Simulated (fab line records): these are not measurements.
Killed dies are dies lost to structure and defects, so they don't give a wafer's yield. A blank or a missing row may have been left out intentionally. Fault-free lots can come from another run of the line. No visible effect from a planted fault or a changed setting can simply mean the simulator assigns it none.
Struck lot and sound lot, side by side	flow nand harc	14 steps out of a route of 1302
Sound: these wafers, L261.3, L261.4, L261.6. Struck: wafers L270.2, L270.3 (left out: L270.1, a lot-mate that was not struck); the cause follows at the end.
At each step with rows: each side's tool, then ch and its chambers, then its first start. Under that, the readings that differ: sound wafers	struck wafers	difference of the means	sigmas: that difference in standard deviations of wafers without a fault.
alike: same words and numbers on both sides, and readings whose means sit less than 2 such deviations apart. not compared: any withheld reading, any reading some wafer has no value for, any bound like >300 that may hide the same value, and any number with overlapping values for which the record gives no deviation.
The two part at a step that has a row with sigmas, a row that says differs or no value, or rows on one side only. Non-overlapping numbers with no deviation appear without sigmas and do not part them. A reading that every wafer of one side lacks parts them only if that side has two wafers or more.

first, 1 step without rows for these wafers: NHARC_A_ONON_D1_DEP_03 (target thk 1000 nm).
NHARC_A_ONON_D1_THK_MEAS_05: measures by ellipsometry.
  sound on film metro-01, day 10 21:29; struck on film metro-02, day 14 23:08
  alike: thk nm
then, no rows for these wafers at 1 step: NHARC_A_ONON_D1_DEP_06 (target thk 1000 nm).
NHARC_A_ONON_D1_THK_MEAS_08: measures by ellipsometry.
  sound on film metro-01, day 10 22:03; struck on film metro-02, day 14 23:42
  alike: thk nm
then, no rows for these wafers at 1 step: NHARC_A_ONON_D1_DEP_09 (target thk 1000 nm).
NHARC_A_ONON_D1_THK_MEAS_11: measures by ellipsometry.
  sound on film metro-01, day 10 22:37; struck on film metro-01, day 15 00:16
  alike: thk nm
then, no rows for these wafers at 1 step: NHARC_A_ONON_D1_DEP_12 (target thk 1000 nm).
NHARC_A_ONON_D1_THK_MEAS_14: measures by ellipsometry.
  sound on film metro-01, day 10 23:11; struck on film metro-02, day 15 00:50
  alike: thk nm
then, 2 steps without rows for these wafers: NHARC_A_ONON_D1_ANNEAL_15 (time 3600 s); NHARC_A_ONON_D1_DEP_16 (target thk 1000 nm).
NHARC_A_ONON_D1_THK_MEAS_18: measures by ellipsometry.
  sound on film metro-01, day 11 06:57; struck on film metro-01, day 15 08:37
reading	sound	struck	difference	sigmas
thk nm (nm)	997 997 994	1016 1017	+20	+2
NHARC_A_ONON_D1_DEP_19: target thk 1000 nm.
  sound on pecvd onon-01 ch 0, day 11 07:07; struck on pecvd onon-04 ch 0, day 15 08:41
NHARC_A_ONON_D1_THK_MEAS_21: measures by ellipsometry.
  sound on film metro-01, day 11 07:31; struck on film metro-01, day 15 09:11
reading	sound	struck	difference	sigmas
thk nm (nm)	989 989 991	936 935	-54	-6
then, no rows for these wafers at 1 step: NHARC_A_ONON_D1_DEP_22 (target thk 1000 nm).

== WHERE THEY PART ==
Last at NHARC_A_ONON_D1_THK_MEAS_21 as far as this record goes, first at NHARC_A_ONON_D1_THK_MEAS_18.

WHY: whatever the simulator had introduced
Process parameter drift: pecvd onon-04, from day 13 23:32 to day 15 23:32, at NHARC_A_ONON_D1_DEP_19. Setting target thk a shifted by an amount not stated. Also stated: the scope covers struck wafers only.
